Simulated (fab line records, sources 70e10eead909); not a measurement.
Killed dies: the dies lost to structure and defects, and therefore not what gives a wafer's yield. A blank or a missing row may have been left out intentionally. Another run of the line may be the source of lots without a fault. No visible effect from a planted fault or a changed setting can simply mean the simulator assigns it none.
Matching of chambers | flow nand_harc | NHARC_P_ZERO_WELL_ETCH_65 on rie_diel-12 has 4 sister chambers
The step etches the open film in N2/H2, target depth 80 nm, overetch 24 nm, time 87.88 s. 22 wafers are shown with their chamber, then 11 later ones without.

== WAFERS PAIRED WITH THEIR CHAMBERS ==
wafer  | chamber | showerhead_plenum_p_Torr (Torr) | drypump_motor_current_A (A) | rf_vpp_V (V)
L074.1 | 1       | 2.19                            | 6.3                         | 435
L074.2 | 3       | 1.95                            | 5.0                         | 428
L074.6 | 3       | 1.95                            | 5.0                         | 429
L075.4 | 1       | 2.19                            | 6.3                         | 435
L075.5 | 0       | 2.21                            | 6.5                         | 436
L075.6 | 2       | 2.21                            | 5.8                         | 436
L080.3 | 3       | 1.95                            | 5.0                         | 429
L080.5 | 1       | 2.19                            | 6.3                         | 434
L080.6 | 3       | 1.95                            | 5.0                         | 428
L082.1 | 1       | 2.19                            | 6.2                         | 434
L082.2 | 2       | 2.21                            | 5.8                         | 434
L082.3 | 3       | 1.95                            | 5.0                         | 428
L083.1 | 1       | 2.19                            | 6.3                         | 435
L083.4 | 0       | 2.21                            | 6.5                         | 435
L083.6 | 2       | 2.21                            | 5.8                         | 436
L089.1 | 2       | 2.21                            | 5.8                         | 436
L089.2 | 1       | 2.19                            | 6.3                         | 435
L089.5 | 2       | 2.21                            | 5.8                         | 434
L093.3 | 3       | 1.94                            | 5.0                         | 427
L093.5 | 3       | 1.94                            | 5.0                         | 427
L093.6 | 0       | 2.21                            | 6.5                         | 434
L094.1 | 0       | 2.21                            | 6.5                         | 435

SIGNATURES, as means of the wafers listed above
reading                  | chamber 0 | chamber 1 | chamber 2 | chamber 3 | scatter within a chamber
showerhead_plenum_p_Torr | 2.2100    | 2.1900    | 2.2100    | 1.9471    | 0.00282
drypump_motor_current_A  | 6.500     | 6.283     | 5.800     | 5.000     | 0.0215
rf_vpp_V                 | 435.00    | 434.67    | 435.20    | 428.00    | 0.821
Rule: for a wafer and a chamber, the distance is found by dividing, reading by reading, the gap between the wafer's reading and the chamber's mean by the reading's scatter, squaring, summing and taking the root. The wafer belongs to the nearest chamber; if the next one is less than 2 further off, it can't be placed. How the scatter is found: for the shown wafers, subtract from each reading the mean of its chamber, square and add these, divide the total by (wafers less chambers), then take the root.

== WAFERS WITH NO CHAMBER GIVEN ==
wafer  | showerhead_plenum_p_Torr (Torr) | drypump_motor_current_A (A) | rf_vpp_V (V)
L094.2 | 1.94                            | 5.0                         | 428
L094.6 | 2.19                            | 6.2                         | 435
L095.3 | 2.21                            | 6.5                         | 436
L095.5 | 2.20                            | 6.5                         | 435
L095.6 | 1.94                            | 5.0                         | 428
L096.1 | 2.19                            | 6.3                         | 433
L096.2 | 2.21                            | 6.5                         | 436
L096.4 | 1.94                            | 5.0                         | 429
L097.1 | 2.19                            | 6.3                         | 435
L097.2 | 1.94                            | 5.0                         | 428
L097.4 | 2.21                            | 6.5                         | 435

== THE CHAMBER EACH PASSED THROUGH ==
wafer  | from the rows above | in truth
L094.2 | 3                   | 3
L094.6 | 1                   | 1
L095.3 | 0                   | 0
L095.5 | 0                   | 0
L095.6 | 3                   | 3
L096.1 | 1                   | 1
L096.2 | 0                   | 0
L096.4 | 3                   | 3
L097.1 | 1                   | 1
L097.2 | 3                   | 3
L097.4 | 0                   | 0
11 of 11 placed correctly. Left unplaced by these rows: 0. 0 placed wrongly.
